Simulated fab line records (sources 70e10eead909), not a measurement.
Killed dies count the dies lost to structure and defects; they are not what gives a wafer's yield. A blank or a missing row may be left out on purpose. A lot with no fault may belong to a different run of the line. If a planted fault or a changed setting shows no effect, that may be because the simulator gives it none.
What tool caused it? -- flow nand harc -- 11 lots (33 wafers sampled), 1 step of a 1302-step route

## WHAT THE GAUGES READ, wafer by wafer
NHARC_A_SGD_CUT_THK_MEAS_22: measures by ellipsometry.
lot,measured,on,thk nm (nm)
L911,day 20 11:21,film metro-02,145.8 145.4 146.9
L913,day 20 17:22,film metro-01,146.9 147.5 146.0
L912,day 20 21:07,film metro-01,145.5 147.1 148.9
L916,day 21 02:32,film metro-02,148.1 148.5 146.4
L917,day 21 23:46,film metro-01,147.6 148.1 145.8
L919,day 22 16:08,film metro-02,144.4 147.2 145.4
L920,day 23 17:27,film metro-01,149.5 147.9 145.3
L922,day 24 01:55,film metro-02,149.3 145.9 149.7
L928,day 27 10:32,film metro-01,151.5 146.9 148.1
L932,day 28 13:59,film metro-01,146.8 147.3 149.8
L934,day 29 01:26,film metro-02,148.1 146.4 148.0

## WHAT TOOL EACH LOT RAN ON (gives the tool, then ch and the chambers of the sampled wafers, and finally the start)
The record shows no process step preceding these readings.

## THE ANSWER, worked out from the rows above alone
Rule: usual is defined by the lots themselves. Put in order of their means at a reading, lots are off if they are a third of the lots or fewer, leave a main group of 4 or more, and stand apart from it by a gap of 3 or more times the standard deviation of the main group's means; of several such gaps the widest counts. A main group whose means are all the same, to the digits that the tables above print for the reading, isn't used. Also off: a lot with no number at a reading for which 4 or more lots have one. The other lots that the step has rows for count as sound.
No lot is off on any of the readings shown, so nothing can be concluded from this.

## WHAT THE SIMULATOR PUT IN
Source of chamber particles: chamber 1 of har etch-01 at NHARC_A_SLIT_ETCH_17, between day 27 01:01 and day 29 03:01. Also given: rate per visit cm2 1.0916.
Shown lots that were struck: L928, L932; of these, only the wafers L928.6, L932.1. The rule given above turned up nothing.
